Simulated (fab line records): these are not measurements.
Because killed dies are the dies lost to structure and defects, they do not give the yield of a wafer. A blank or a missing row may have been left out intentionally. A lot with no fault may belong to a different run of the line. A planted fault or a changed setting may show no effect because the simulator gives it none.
fab line records | flow n5_finfet
record: lots: 6 | wafers: 18 | last_day: 18
route steps=1938 shown BEOL_M4@1028 PASSIVATION@1936
lots that met no fault: taken from a fault-free run of the same line
start_h: hours from the record's first day to the start of the lot's first wafer shown | wait_h: time in hours since the lot's previous step | " identical to the entry in the row above | L1.1+2: a single row standing in for several wafers | - value missing, or start not given | * or withheld: withheld | < > ~ a bound
route shown NAME@n: names a module that has steps shown in the file, with the first one's number in the route | usual: mean and standard deviation over wafers with no fault | same: alike in all rows | chamber/n: place in a boat | sites: the reading at each site | _std_site: how widely they spread, as a standard deviation | _edge_site: mean of outer sites minus mean of inner sites | radius_mm: how far each site lies from the wafer's centre | mask NAME#n: copy n | behind: the last tool/chamber to shape the wafer | hold: why the lot was held/for how many hours/how that ended | device: whichever transistor did not switch (one of n, p or np) | end of line: the same wafers' tests at the end of the route | a step with no rows: only its recipe | killed: count of dies lost to structure and defects at first sort (not the wafer's yield) | map: a wafer's dies, x killed, . not, _ none there
set.NAME: the setting as run; set.NAME@STEP: as run at that earlier step | model.NAME: the simulator's own value behind a step, which no gauge read
a table for each step, a row for each wafer; lots at some steps of the route
services: a tool's chamber out of use, with start hour (start_h, from the record's first day; less than 0 if before it), hours out, and reason
== steps ==
step: N5_BEOL_M4_COAT_05
recipe: resist: CAR-EUV | spin_rpm: 1500 | resist_thk_nm: 30
step: N5_BEOL_M4_EBR_07
recipe: solvent: PGMEA | ebr_width_mm: 1.5
step: N5_BEOL_M4_SOFTBAKE_06
recipe: temp_c: 110 | time_s: 60 | resist: CAR-EUV
step: N5_BEOL_M4_EXPOSE_08
recipe: mask_id: M4 | na: 0.33 | source_shape: dipole | sigma_inner: 0.369 | sigma_outer: 0.767 | polarization: unpolarized | dose_mj: 41.25
step: N5_BEOL_M4_PEB_09
recipe: peb_temp_c: 100 | peb_time_s: 60 | resist: CAR-EUV
step: N5_BEOL_M4_DEVELOP_10
recipe: develop_time_s: 30 | developer: TMAH | resist: CAR-EUV | rinse_liquid: surfactant_rinse | dry: air_spin | dev_temp_c: 23
step: N5_BEOL_M4_CD_MEAS_11
recipe: target_cd_nm: 16.79 | landing_energy_ev: 500 | detector: se_inlens | polarity: opening
usual: cd_nm: 16.85/0.25
lot.wafer | tool      | chamber | start_h | wait_h | cd_nm
L301.1    | cd_sem-02 | 0       | 203.44  | -      | 17.21
L301.4    | "         | 0       | "       | "      | 16.99
L301.5    | "         | 0       | "       | "      | 16.48
L302.2    | cd_sem-02 | 0       | 208.93  | -      | 16.53
L302.3    | "         | 0       | "       | "      | 16.55
L302.6    | "         | 0       | "       | "      | 16.36
L309.1    | cd_sem-03 | 0       | 244.08  | -      | 16.93
L309.5    | "         | 0       | "       | "      | 16.77
L309.6    | "         | 0       | "       | "      | 16.96
L307.2    | cd_sem-03 | 0       | 246.32  | -      | 17.35
L307.4    | "         | 0       | "       | "      | 17.00
L307.6    | "         | 0       | "       | "      | 17.09
L310.2    | cd_sem-01 | 0       | 251.10  | -      | 16.78
L310.5    | "         | 0       | "       | "      | 16.92
L310.6    | "         | 0       | "       | "      | 16.89
L316.1    | cd_sem-01 | 0       | 297.14  | -      | 16.83
L316.2    | "         | 0       | "       | "      | 17.08
L316.6    | "         | 0       | "       | "      | 16.60
step: N5_BEOL_M4_OVL_MEAS_12
recipe: points_per_wafer: 522
usual: M4_OVL: -0.2/0.56
lot.wafer | tool       | chamber | start_h | wait_h | M4_OVL[nm]
L301.1    | overlay-01 | 0       | 203.47  | 0.0    | -0.6
L301.4    | "          | 0       | "       | "      | 0.0
L301.5    | "          | 0       | "       | "      | -1.1
L302.2    | overlay-02 | 0       | 208.97  | 0.0    | 0.0
L302.3    | "          | 0       | "       | "      | 0.0
L302.6    | "          | 0       | "       | "      | 0.1
L309.1    | overlay-02 | 0       | 244.11  | 0.0    | -0.1
L309.5    | "          | 0       | "       | "      | -0.4
L309.6    | "          | 0       | "       | "      | 0.1
L307.2    | overlay-02 | 0       | 246.35  | 0.0    | -0.7
L307.4    | "          | 0       | "       | "      | -0.7
L307.6    | "          | 0       | "       | "      | -0.7
L310.2    | overlay-02 | 0       | 251.14  | 0.0    | -1.1
L310.5    | "          | 0       | "       | "      | -0.1
L310.6    | "          | 0       | "       | "      | 0.1
L316.1    | overlay-02 | 0       | 297.17  | 0.0    | -0.1
L316.2    | "          | 0       | "       | "      | -0.3
L316.6    | "          | 0       | "       | "      | -0.6
step: N5_BEOL_M4_INSPECT_13
recipe: mode: adi | inspect_instrument: brightfield
usual: raw_defect_count: 404/110
lot.wafer | tool              | chamber | start_h | wait_h | raw_defect_count
L301.1    | defect_inspect-02 | -       | 203.53  | 0.1    | 491
L301.4    | "                 | -       | "       | "      | 442
L301.5    | "                 | -       | "       | "      | 474
L302.2    | defect_inspect-01 | -       | 209.02  | 0.0    | 268
L302.3    | "                 | -       | "       | "      | 284
L302.6    | "                 | -       | "       | "      | 320
L309.1    | defect_inspect-01 | -       | 244.17  | 0.1    | 244
L309.5    | "                 | -       | "       | "      | 347
L309.6    | "                 | -       | "       | "      | 322
L307.2    | defect_inspect-01 | -       | 246.40  | 0.0    | 421
L307.4    | "                 | -       | "       | "      | 649
L307.6    | "                 | -       | "       | "      | 463
L310.2    | defect_inspect-01 | -       | 251.19  | 0.0    | 420
L310.5    | "                 | -       | "       | "      | 462
L310.6    | "                 | -       | "       | "      | 375
L316.1    | defect_inspect-02 | -       | 297.23  | 0.1    | 411
L316.2    | "                 | -       | "       | "      | 286
L316.6    | "                 | -       | "       | "      | 322
step: N5_BEOL_M4_DESCUM_16
recipe: chemistry: O2 | time_s: 7 | source_power_w: 50 | bias_power_w: 20 | pressure_mtorr: 20 | rf_frequency_hz: 2.712e+07 | temp_c: 40 | resist: CAR-EUV | o2_flow_sccm: 225
usual: drypump_motor_current_A: 5.7/0.44 | oes_product_au: 0.79/0.098 | rf_fwd_power_W: 49.34/0.19 | rf_vpp_V: 244.0/1.1 | showerhead_plenum_p_Torr: 2.15/0.038 | temp_c: 40.00/0.11 | throttle_valve_pct: 20.34/0.15
lot.wafer | tool        | chamber | start_h | wait_h | drypump_motor_current_A | oes_product_au | rf_fwd_power_W | rf_hours_counter_h | rf_vpp_V | showerhead_plenum_p_Torr | temp_c | throttle_valve_pct
L301.1    | rie_diel-01 | 0       | 203.73  | 0.2    | 6.3                     | 0.73           | 49.07          | 193                | 243.8    | 2.17                     | 39.63  | 20.39
L301.4    | "           | 3       | "       | "      | 6.3                     | 0.72           | 49.55          | 220                | 245.3    | 2.13                     | 39.93  | 20.28
L301.5    | "           | 2       | "       | "      | 5.2                     | 0.94           | 49.47          | -                  | 244.6    | 2.15                     | 39.90  | 20.58
L302.2    | rie_diel-03 | 1       | 209.12  | 0.1    | 5.3                     | 0.84           | 49.27          | 50                 | 244.3    | 2.14                     | 40.01  | 20.50
L302.3    | "           | 0       | "       | "      | 5.9                     | 0.88           | 49.30          | 42                 | 244.9    | 2.22                     | 39.99  | 20.27
L302.6    | "           | 2       | "       | "      | 5.3                     | 0.67           | 49.16          | -                  | 243.3    | 2.16                     | 40.09  | 20.29
L309.1    | rie_diel-03 | 0       | 244.20  | 0.0    | 5.9                     | 0.87           | 49.16          | 53                 | 245.1    | 2.21                     | 40.03  | 20.31
L309.5    | "           | 0       | "       | "      | 5.9                     | 0.86           | 49.16          | -                  | 243.9    | 2.21                     | 40.01  | 20.30
L309.6    | "           | 1       | "       | "      | 5.3                     | 0.84           | 49.33          | -                  | 243.5    | 2.14                     | 40.14  | 20.50
L307.2    | rie_diel-01 | 1       | 246.46  | 0.1    | 5.7                     | 0.75           | 49.59          | 135                | 245.0    | 2.19                     | 39.93  | 20.40
L307.4    | "           | 1       | "       | "      | 5.7                     | 0.74           | 49.74          | -                  | 244.6    | 2.19                     | 40.14  | 20.39
L307.6    | "           | 0       | "       | "      | 6.4                     | 0.71           | 49.08          | -                  | 244.9    | 2.16                     | 40.10  | 20.38
L310.2    | rie_diel-03 | 0       | 251.22  | 0.0    | 5.8                     | 0.85           | 49.00          | 55                 | 244.0    | 2.21                     | 40.13  | 20.31
L310.5    | "           | 2       | "       | "      | 5.3                     | 0.67           | 49.13          | -                  | 244.7    | 2.15                     | 40.00  | 20.31
L310.6    | "           | 3       | "       | "      | 5.2                     | 0.68           | 49.45          | -                  | 245.7    | 2.15                     | 40.05  | 20.49
L316.1    | rie_diel-05 | 3       | 297.26  | 0.0    | 5.7                     | 0.91           | 49.44          | 25                 | 241.9    | 2.05                     | 40.06  | 20.49
L316.2    | "           | 0       | "       | "      | 6.4                     | 0.68           | 49.45          | 246                | 241.2    | 2.14                     | 39.85  | 20.19
L316.6    | "           | 2       | "       | "      | 6.0                     | 0.87           | 49.40          | -                  | 242.6    | 2.12                     | 39.96  | 20.22
step: N5_BEOL_M4_ETCH_74
recipe: chemistry: N2/H2 | target: underlayer | target_depth_a: 65 | mask_material: CAR-EUV | time_s: 5.2 | ion_energy_ev: 200 | pressure_mtorr: 30 | source_w: 840 | bias_w: 150 | n2_flow_sccm: 200 | h2_flow_sccm: 200 | ends: cleared
usual: bias_w: 150.1/0.48 | drypump_motor_current_A: 5.7/0.44 | etch_rf_on_time_s: 5.24/0.12 | h2_flow_sccm: 200.0/0.56 | oes_product_au: 0.67/0.083 | rf_fwd_power_W: 819.5/2.4 | rf_vpp_V: 526.0/1.7 | showerhead_plenum_p_Torr: 2.61/0.05 | throttle_valve_pct: 17.79/0.14
lot.wafer | tool        | chamber | start_h | wait_h | bias_w | drypump_motor_current_A | etch_rf_on_time_s | h2_flow_sccm | oes_product_au | rf_fwd_power_W | rf_hours_counter_h | rf_vpp_V | showerhead_plenum_p_Torr | throttle_valve_pct
L301.1    | rie_diel-01 | 0       | 203.77  | 0.0    | 150.5  | 6.4                     | 5.19              | 200.3        | 0.62           | 819.5          | 193                | 528.6    | 2.62                     | 17.72
L301.4    | "           | 3       | "       | "      | 149.9  | 6.3                     | 5.11              | 200.5        | 0.62           | 821.0          | 220                | 525.2    | 2.60                     | 17.77
L301.5    | "           | 2       | "       | "      | 148.9  | 5.2                     | 5.28              | 200.5        | 0.79           | 817.2          | -                  | 524.6    | 2.59                     | 17.79
L302.2    | rie_diel-03 | 1       | 209.15  | 0.0    | 149.9  | 5.3                     | 5.37              | 199.1        | 0.71           | 820.1          | 50                 | 521.8    | 2.57                     | 17.70
L302.3    | "           | 0       | "       | "      | 149.6  | 5.8                     | 5.30              | 200.6        | 0.74           | 819.0          | 42                 | 528.7    | 2.70                     | 17.70
L302.6    | "           | 2       | "       | "      | 151.1  | 5.3                     | 5.16              | 200.4        | 0.59           | 820.6          | -                  | 526.4    | 2.63                     | 17.86
L309.1    | rie_diel-03 | 0       | 244.24  | 0.0    | 150.5  | 5.9                     | 5.36              | 200.1        | 0.72           | 816.7          | 53                 | 528.8    | 2.69                     | 17.69
L309.5    | "           | 0       | "       | "      | 150.0  | 5.9                     | 5.32              | 201.1        | 0.72           | 816.7          | -                  | 528.5    | 2.69                     | 17.69
L309.6    | "           | 1       | "       | "      | 150.2  | 5.3                     | 5.43              | 200.2        | 0.70           | 822.0          | -                  | 527.5    | 2.57                     | 17.74
L307.2    | rie_diel-01 | 1       | 246.50  | 0.0    | 149.9  | 5.7                     | 5.13              | 200.1        | 0.65           | 820.5          | 135                | 526.8    | 2.68                     | 17.94
L307.4    | "           | 1       | "       | "      | 150.3  | 5.7                     | 5.19              | 200.2        | 0.64           | 822.3          | -                  | 526.3    | 2.68                     | 17.94
L307.6    | "           | 0       | "       | "      | 150.1  | 6.4                     | 5.14              | 199.8        | 0.61           | 822.1          | -                  | 524.0    | 2.61                     | 17.74
L310.2    | rie_diel-03 | 0       | 251.26  | 0.0    | 150.7  | 5.9                     | 5.33              | 200.6        | 0.72           | 820.2          | 55                 | 530.6    | 2.69                     | 17.71
L310.5    | "           | 2       | "       | "      | 149.8  | 5.3                     | 5.24              | 199.6        | 0.57           | 819.7          | -                  | 525.8    | 2.62                     | 17.88
L310.6    | "           | 3       | "       | "      | 150.2  | 5.3                     | 5.44              | 200.3        | 0.57           | 816.9          | -                  | 526.7    | 2.63                     | 18.03
L316.1    | rie_diel-05 | 3       | 297.30  | 0.0    | 150.0  | 5.7                     | 5.12              | 200.0        | 0.77           | 816.8          | 25                 | 525.9    | 2.50                     | 18.03
L316.2    | "           | 0       | "       | "      | 150.0  | 6.4                     | 5.24              | 200.3        | 0.58           | 817.4          | 246                | 527.0    | 2.60                     | 17.77
L316.6    | "           | 2       | "       | "      | 150.0  | 6.0                     | 5.20              | 200.1        | 0.75           | 818.0          | -                  | 524.3    | 2.60                     | 17.77
step: N5_BEOL_M4_ETCH_63
recipe: chemistry: CF4 | target: SiARC | target_depth_a: 156 | mask_material: CAR-EUV | time_s: 26 | ion_energy_ev: 80 | pressure_mtorr: 40 | source_w: 545 | bias_w: 36 | Ar_flow_sccm: 100 | cf4_flow_sccm: 100 | ends: cleared
usual: bias_w: 36.00/0.11 | drypump_motor_current_A: 5.7/0.44 | etch_rf_on_time_s: 26.2/0.55 | oes_product_au: 0.68/0.083 | rf_fwd_power_W: 532.2/2.1 | rf_vpp_V: 184.8/0.91 | showerhead_plenum_p_Torr: 2.20/0.038 | throttle_valve_pct: 15.53/0.13
lot.wafer | tool        | chamber | start_h | wait_h | bias_w | drypump_motor_current_A | etch_rf_on_time_s | oes_product_au | rf_fwd_power_W | rf_hours_counter_h | rf_vpp_V | showerhead_plenum_p_Torr | throttle_valve_pct
L301.1    | rie_diel-01 | 0       | 203.78  | 0.0    | 35.94  | 6.3                     | 26.0              | 0.62           | 528.3          | 193                | 184.4    | 2.22                     | 15.56
L301.4    | "           | 3       | "       | "      | 35.93  | 6.3                     | 25.6              | 0.61           | 534.0          | 220                | 185.7    | 2.21                     | 15.77
L301.5    | "           | 2       | "       | "      | 36.12  | 5.2                     | 26.4              | 0.79           | 529.6          | -                  | 183.9    | 2.18                     | 15.57
L302.2    | rie_diel-03 | 1       | 209.17  | 0.0    | 35.95  | 5.3                     | 26.2              | 0.73           | 528.9          | 50                 | 184.5    | 2.18                     | 15.58
L302.3    | "           | 0       | "       | "      | 35.86  | 5.8                     | 26.4              | 0.74           | 532.4          | 42                 | 185.5    | 2.27                     | 15.47
L302.6    | "           | 2       | "       | "      | 35.82  | 5.3                     | 25.5              | 0.59           | 532.9          | -                  | 185.6    | 2.20                     | 15.50
L309.1    | rie_diel-03 | 0       | 244.25  | 0.0    | 35.88  | 5.8                     | 26.6              | 0.72           | 534.7          | 53                 | 185.3    | 2.26                     | 15.51
L309.5    | "           | 0       | "       | "      | 35.72  | 5.8                     | 26.5              | 0.72           | 532.5          | -                  | 184.6    | 2.26                     | 15.51
L309.6    | "           | 1       | "       | "      | 35.90  | 5.4                     | 26.9              | 0.70           | 530.7          | -                  | 185.0    | 2.18                     | 15.59
L307.2    | rie_diel-01 | 1       | 246.51  | 0.0    | 36.05  | 5.7                     | 25.7              | 0.64           | 536.1          | 135                | 185.3    | 2.22                     | 15.52
L307.4    | "           | 1       | "       | "      | 35.86  | 5.7                     | 25.9              | 0.63           | 537.1          | -                  | 184.6    | 2.22                     | 15.52
L307.6    | "           | 0       | "       | "      | 35.91  | 6.4                     | 25.8              | 0.61           | 530.7          | -                  | 185.2    | 2.21                     | 15.60
L310.2    | rie_diel-03 | 0       | 251.27  | 0.0    | 36.13  | 5.8                     | 26.5              | 0.73           | 532.8          | 55                 | 184.7    | 2.26                     | 15.50
L310.5    | "           | 2       | "       | "      | 36.07  | 5.3                     | 25.7              | 0.57           | 533.3          | -                  | 184.6    | 2.20                     | 15.55
L310.6    | "           | 3       | "       | "      | 36.05  | 5.3                     | 27.2              | 0.57           | 530.0          | -                  | 184.7    | 2.19                     | 15.62
L316.1    | rie_diel-05 | 3       | 297.31  | 0.0    | 35.93  | 5.7                     | 25.3              | 0.78           | 531.7          | 25                 | 183.4    | 2.10                     | 15.53
L316.2    | "           | 0       | "       | "      | 35.99  | 6.4                     | 26.3              | 0.58           | 533.5          | 246                | 184.2    | 2.19                     | 15.48
L316.6    | "           | 2       | "       | "      | 35.90  | 5.9                     | 25.4              | 0.76           | 530.9          | -                  | 184.0    | 2.18                     | 15.50
step: N5_BEOL_M4_ETCH_64
recipe: chemistry: N2/H2 | target: SOC | target_depth_a: 750 | overetch_a: 225 | mask_material: SiARC | temp_c: 40 | time_s: 121.9 | ion_energy_ev: 200 | pressure_mtorr: 30 | source_w: 840 | bias_w: 150 | n2_flow_sccm: 200 | h2_flow_sccm: 200
usual: bias_w: 150.0/0.42 | drypump_motor_current_A: 5.7/0.44 | h2_flow_sccm: 200.0/0.56 | oes_product_au: 0.60/0.071 | rf_fwd_power_W: 836.9/2.8 | rf_vpp_V: 525.8/1.4 | showerhead_plenum_p_Torr: 2.61/0.05 | temp_c: 39.99/0.12 | throttle_valve_pct: 17.75/0.14
lot.wafer | tool        | chamber | start_h | wait_h | bias_w | drypump_motor_current_A | h2_flow_sccm | oes_product_au | rf_fwd_power_W | rf_hours_counter_h | rf_vpp_V | showerhead_plenum_p_Torr | temp_c | throttle_valve_pct | model.SiARC_of_BEOL_M4_COAT_62.thk_nm
L301.1    | rie_diel-01 | 0       | 203.81  | 0.0    | 150.4  | 6.4                     | 201.4        | 0.55           | 836.8          | 193                | 526.1    | 2.62                     | 39.97  | 17.69              | 6.4
L301.4    | "           | 3       | "       | "      | 150.1  | 6.3                     | 200.4        | 0.55           | 839.0          | 220                | 525.7    | 2.60                     | 40.04  | 17.71              | 6.2
L301.5    | "           | 2       | "       | "      | 150.3  | 5.2                     | 199.2        | 0.71           | 837.2          | -                  | 526.8    | 2.59                     | 40.10  | 17.75              | 6.4
L302.2    | rie_diel-03 | 1       | 209.20  | 0.0    | 149.8  | 5.3                     | 200.5        | 0.65           | 836.1          | 50                 | 525.9    | 2.57                     | 39.82  | 17.67              | 6.4
L302.3    | "           | 0       | "       | "      | 150.4  | 5.9                     | 199.4        | 0.66           | 835.4          | 42                 | 527.7    | 2.70                     | 40.11  | 17.65              | 6.4
L302.6    | "           | 2       | "       | "      | 150.0  | 5.3                     | 200.7        | 0.52           | 834.5          | -                  | 524.7    | 2.63                     | 39.99  | 17.81              | 6.2
L309.1    | rie_diel-03 | 0       | 244.28  | 0.0    | 156.0  | 5.8                     | 200.0        | 0.66           | 838.1          | 53                 | 542.7    | 2.69                     | 40.03  | 17.66              | 6
L309.5    | "           | 0       | "       | "      | 156.6  | 5.8                     | 200.3        | 0.66           | 830.8          | -                  | 542.8    | 2.69                     | 39.96  | 17.67              | 6
L309.6    | "           | 1       | "       | "      | 156.4  | 5.3                     | 200.1        | 0.64           | 834.8          | -                  | 540.0    | 2.57                     | 40.05  | 17.70              | 6.2
L307.2    | rie_diel-01 | 1       | 246.54  | 0.0    | 149.9  | 5.7                     | 200.4        | 0.58           | 838.6          | 135                | 526.9    | 2.68                     | 39.88  | 17.89              | 6.2
L307.4    | "           | 1       | "       | "      | 150.5  | 5.7                     | 199.9        | 0.57           | 837.4          | -                  | 527.7    | 2.68                     | 40.05  | 17.90              | 6.2
L307.6    | "           | 0       | "       | "      | 149.7  | 6.4                     | 199.5        | 0.55           | 838.8          | -                  | 526.6    | 2.61                     | 40.10  | 17.72              | 6.2
L310.2    | rie_diel-03 | 0       | 251.30  | 0.0    | 157.0  | 5.9                     | 199.3        | 0.65           | 835.5          | 55                 | 542.8    | 2.69                     | 39.84  | 17.68              | 6
L310.5    | "           | 2       | "       | "      | 156.6  | 5.3                     | 200.4        | 0.51           | 836.7          | -                  | 539.7    | 2.62                     | 40.03  | 17.84              | 5.8
L310.6    | "           | 3       | "       | "      | 157.1  | 5.2                     | 200.9        | 0.53           | 835.0          | -                  | 540.9    | 2.63                     | 40.02  | 18.00              | 6.4
L316.1    | rie_diel-05 | 3       | 297.34  | 0.0    | 149.9  | 5.7                     | 199.7        | 0.69           | 837.8          | 25                 | 523.2    | 2.50                     | 40.02  | 18.01              | 6.2
L316.2    | "           | 0       | "       | "      | 150.1  | 6.4                     | 199.8        | 0.52           | 836.6          | 246                | 525.7    | 2.60                     | 39.95  | 17.73              | 6.4
L316.6    | "           | 2       | "       | "      | 150.0  | 5.9                     | 201.0        | 0.67           | 832.6          | -                  | 523.9    | 2.60                     | 39.97  | 17.73              | 6.4
step: N5_BEOL_M4_STRIP_65
recipe: chemistry: N2/H2 | temp_c: 40 | n2_flow_sccm: 200 | h2_flow_sccm: 200 | rf_frequency_hz: 6e+07
step: N5_BEOL_M4_RC_MEAS_101
usual: DIBL_N: 37.0/1.7 | DIBL_P: 36.7/2 | IOFF_N: 0.17/0.035 | IOFF_P: 0.22/0.035 | ION_N: 672/12 | ION_P: 461/7.5 | SS_N: 71.6/0.67 | SS_P: 73.4/0.64 | VT_N: 250/3.5 | VT_P: -250/3.5
lot.wafer | tool      | chamber | start_h | wait_h | DIBL_N[mV/V] | DIBL_P[mV/V] | IOFF_N[nA/um] | IOFF_P[nA/um] | ION_N[uA/um] | ION_P[uA/um] | SS_N[mV/dec] | SS_P[mV/dec] | VT_N[mV] | VT_P[mV]
L301.1    | prober-01 | 0       | 213.35  | 0.0    | 38.7         | 37.4         | 0.18          | 0.22          | 662          | 456          | 72.1         | 73.8         | 247      | -251
L301.4    | "         | 0       | "       | "      | 35.6         | 34.7         | 0.13          | 0.18          | 677          | 464          | 71.3         | 73.1         | 250      | -253
L301.5    | "         | 0       | "       | "      | 38.1         | 37.2         | 0.16          | 0.21          | 666          | 451          | 72.3         | 73.0         | 250      | -253
L302.2    | prober-02 | 0       | 216.16  | 0.2    | 38.0         | 38.1         | 0.19          | 0.24          | 674          | 454          | 72.5         | 73.4         | 247      | -248
L302.3    | "         | 0       | "       | "      | 34.9         | 33.9         | 0.13          | 0.18          | 668          | 454          | 71.3         | 72.9         | 256      | -254
L302.6    | "         | 0       | "       | "      | 36.8         | 36.7         | 0.16          | 0.21          | 677          | 461          | 71.5         | 73.6         | 248      | -250
L309.1    | prober-02 | 0       | 249.90  | 0.0    | 36.6         | 37.1         | 0.16          | 0.24          | 677          | 475          | 71.6         | 73.8         | 249      | -249
L309.5    | "         | 0       | "       | "      | 36.8         | 37.0         | 0.16          | 0.22          | 665          | 460          | 71.4         | 73.8         | 251      | -250
L309.6    | "         | 0       | "       | "      | 34.7         | 34.8         | 0.13          | 0.20          | 663          | 466          | 71.3         | 72.8         | 252      | -250
L307.2    | prober-01 | 0       | 253.25  | 0.2    | 34.9         | 33.9         | 0.12          | 0.17          | 665          | 459          | 71.4         | 73.0         | 254      | -256
L307.4    | "         | 0       | "       | "      | 35.9         | 34.7         | 0.14          | 0.18          | 658          | 450          | 71.4         | 72.9         | 252      | -253
L307.6    | "         | 0       | "       | "      | 34.6         | 33.4         | 0.12          | 0.16          | 652          | 447          | 70.9         | 73.1         | 254      | -257
L310.2    | prober-02 | 0       | 257.23  | 0.2    | 37.1         | 36.5         | 0.17          | 0.24          | 676          | 465          | 70.7         | 73.2         | 246      | -247
L310.5    | "         | 0       | "       | "      | 38.5         | 38.9         | 0.21          | 0.29          | 701          | 484          | 71.9         | 73.8         | 244      | -244
L310.6    | "         | 0       | "       | "      | 37.8         | 37.8         | 0.18          | 0.24          | 676          | 464          | 71.9         | 73.3         | 248      | -245
L316.1    | prober-02 | 0       | 322.40  | 0.0    | 37.6         | 36.5         | 0.18          | 0.24          | 680          | 469          | 72.3         | 73.6         | 246      | -248
L316.2    | "         | 0       | "       | "      | 36.5         | 35.1         | 0.15          | 0.22          | 673          | 466          | 72.0         | 72.8         | 250      | -249
L316.6    | "         | 0       | "       | "      | 34.7         | 33.8         | 0.13          | 0.19          | 669          | 470          | 70.6         | 73.1         | 252      | -249
step: N5_PASSIVATION_PROBE_49
usual: defect_limited_yield: 91.1/1.3 | killed_at_M0_to_M3: 35/11 | killed_at_M4_up: 13/5.4 | killed_at_contacts: 14/6.5 | killed_at_front_end: 41/11 | killed_at_other: 4/3.1 | killed_dies: 106/15 | killed_open: 69/12 | killed_short: 35/7 | sort_bin_5_function: 5.2/0.86 | sort_bin_6_memory: 3.4/0.64 | sort_n_pass: 1074/15 | sort_yield_pct: 91.0/1.3
same: gross_dies: 1180 | killed_at_back_side: 0 | sort_bin_4_leakage[%]: 0 | sort_bin_8_speed[%]: 0
lot.wafer | tool      | chamber | start_h | wait_h | defect_limited_yield[%] | killed_at_M0_to_M3 | killed_at_M4_up | killed_at_contacts | killed_at_front_end | killed_at_other | killed_dies | killed_open | killed_short | sort_bin_5_function[%] | sort_bin_6_memory[%] | sort_n_pass | sort_yield_pct[%]
L310.6    | prober-02 | -       | 351.81  | 0.3    | 87.6                    | 31                 | 22              | 38                 | 51                  | 4               | 146         | 106         | 38           | 7.2                    | 5.1                  | 1034        | 87.6
killed by level:class
L310.6 MOL_CONTACT_COAG:geometric_particle:open=30 STI_FIN_REVEAL:geometric_particle:open=14 FIN_SAQP:geometric_particle:open=12 BEOL_M4:geometric_particle:open=12 FIN_SAQP:geometric_particle:short=9 MOL_CONTACT_COAG:geometric_particle:short=8 BEOL_M3:geometric_particle:open=8 DUMMY_GATE:geometric_particle:open=6
== services ==
tool        | chamber | start_h | hours | kind
rie_diel-01 | 1       | 182.08  | 1.6   | repair
rie_diel-05 | 2       | 202.05  | -     | clean
rie_diel-05 | 2       | 202.05  | -     | consumable_replace:focus_ring
rie_diel-05 | 2       | 202.05  | 14.4  | scheduled_down
rie_diel-05 | 2       | 202.05  | 14.4  | vent_cycle
rie_diel-05 | 3       | 216.48  | -     | clean
rie_diel-05 | 3       | 216.48  | -     | consumable_replace:focus_ring
rie_diel-05 | 3       | 216.48  | 20.3  | scheduled_down
rie_diel-05 | 3       | 216.48  | 20.3  | vent_cycle
rie_diel-05 | -       | 228.13  | 0.4   | repair
rie_diel-01 | 3       | 235.05  | 61.9  | repair
rie_diel-03 | 2       | 254.30  | -     | clean
rie_diel-03 | 2       | 254.30  | -     | consumable_replace:focus_ring
rie_diel-03 | 2       | 254.30  | 22.5  | scheduled_down
rie_diel-03 | 2       | 254.30  | 22.5  | vent_cycle
rie_diel-05 | 2       | 271.67  | 4.7   | repair
rie_diel-01 | 0       | 275.58  | 5.2   | repair
== key ==
first_sign: step: N5_BEOL_M4_ETCH_64 | reading: bias_w | direction: up | sigmas: 16 | usual: * | struck: *
effect: step: N5_BEOL_M4_ETCH_64 | reading: rf_vpp_V | direction: up | sigmas: 11 | usual: 525.8 | struck: 541.5
model_effect: step: N5_BEOL_M4_ETCH_64 | value: SiARC_of_BEOL_M4_COAT_62.thk_nm | without: 6.4 | struck: 6.067
met_at N5_BEOL_M4_ETCH_64
struck_wafers L309.1,L309.5,L309.6,L310.2,L310.5,L310.6
onset_between 209.20 244.28
fault: kind: process_parameter_drift | tool: rie_diel-03 | chamber: - | onset_h: 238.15 | steps: N5_BEOL_M4_ETCH_64 | channel: bias_w | offset: * | shape: step | end_h: 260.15 | acts_in: * | stated: *
